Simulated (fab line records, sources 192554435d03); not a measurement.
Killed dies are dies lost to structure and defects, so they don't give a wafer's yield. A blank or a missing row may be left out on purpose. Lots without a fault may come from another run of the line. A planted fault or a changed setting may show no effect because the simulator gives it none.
Chamber matching | flow n5_finfet | N5_BEOL_M13_ETCH_59 on rie_diel-01: 4 sister chambers
The step etches BARC in N2/H2, target depth 89 nm, overetch 26.7 nm, time 67.9 s. 14 wafers are shown with their chamber, then 7 later ones without.

WAFERS WITH THEIR CHAMBER
wafer  | chamber | showerhead_plenum_p_Torr (Torr) | rf_vpp_V (V) | throttle_valve_pct (%)
L074.3 | 1       | 2.62                            | 527          | 17.69
L074.4 | 1       | 2.62                            | 527          | 17.71
L074.6 | 2       | 2.56                            | 524          | 17.52
L080.2 | 0       | 2.57                            | 525          | 17.56
L080.3 | 3       | 2.33                            | 518          | 17.98
L080.4 | 0       | 2.57                            | 525          | 17.56
L085.2 | 0       | 2.56                            | 523          | 17.57
L085.3 | 2       | 2.55                            | 524          | 17.54
L085.4 | 2       | 2.55                            | 524          | 17.53
L087.2 | 0       | 2.56                            | 524          | 17.59
L087.4 | 2       | 2.55                            | 524          | 17.56
L087.5 | 0       | 2.56                            | 524          | 17.57
L090.1 | 0       | 2.56                            | 525          | 17.59
L090.5 | 2       | 2.54                            | 524          | 17.57

SIGNATURES (means of the wafers above)
reading                  | chamber 0 | chamber 1 | chamber 2 | chamber 3 | scatter within a chamber
showerhead_plenum_p_Torr | 2.5633    | 2.6200    | 2.5500    | 2.3300    | 0.00577
rf_vpp_V                 | 524.33    | 527.00    | 524.00    | 518.00    | 0.577
throttle_valve_pct       | 17.5733   | 17.7000   | 17.5440   | 17.9800   | 0.0169
Rule: a wafer's distance from a chamber is the root of the sum, over the readings, of the square of ((its reading less the chamber's mean) divided by the reading's scatter). The wafer belongs to the nearest chamber; if the next one is less than 2 further off, it can't be placed. The scatter: the root of (the sum of the squares of (reading less its chamber's mean) over the shown wafers, divided by (wafers less chambers)).

WAFERS WITHOUT THEIR CHAMBER
wafer  | showerhead_plenum_p_Torr (Torr) | rf_vpp_V (V) | throttle_valve_pct (%)
L090.6 | 2.61                            | 525          | 17.76
L097.4 | 2.61                            | 525          | 17.76
L097.5 | 2.61                            | 525          | 17.76
L097.6 | 2.55                            | 523          | 17.62
L095.4 | 2.54                            | 524          | 17.60
L095.5 | 2.55                            | 523          | 17.60
L095.6 | 2.31                            | 518          | 18.03

WHICH CHAMBER EACH WENT THROUGH
wafer  | from the rows above     | in truth
L090.6 | 1                       | 1
L097.4 | 1                       | 1
L097.5 | 1                       | 1
L097.6 | can't be placed: 0 or 2 | 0
L095.4 | can't be placed: 2 or 0 | 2
L095.5 | can't be placed: 0 or 2 | 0
L095.6 | 3                       | 3
Placed correctly: 4 of 7. Can't be placed from these rows: 3 (the true chamber is among the candidates in 3). Placed wrongly: 0.
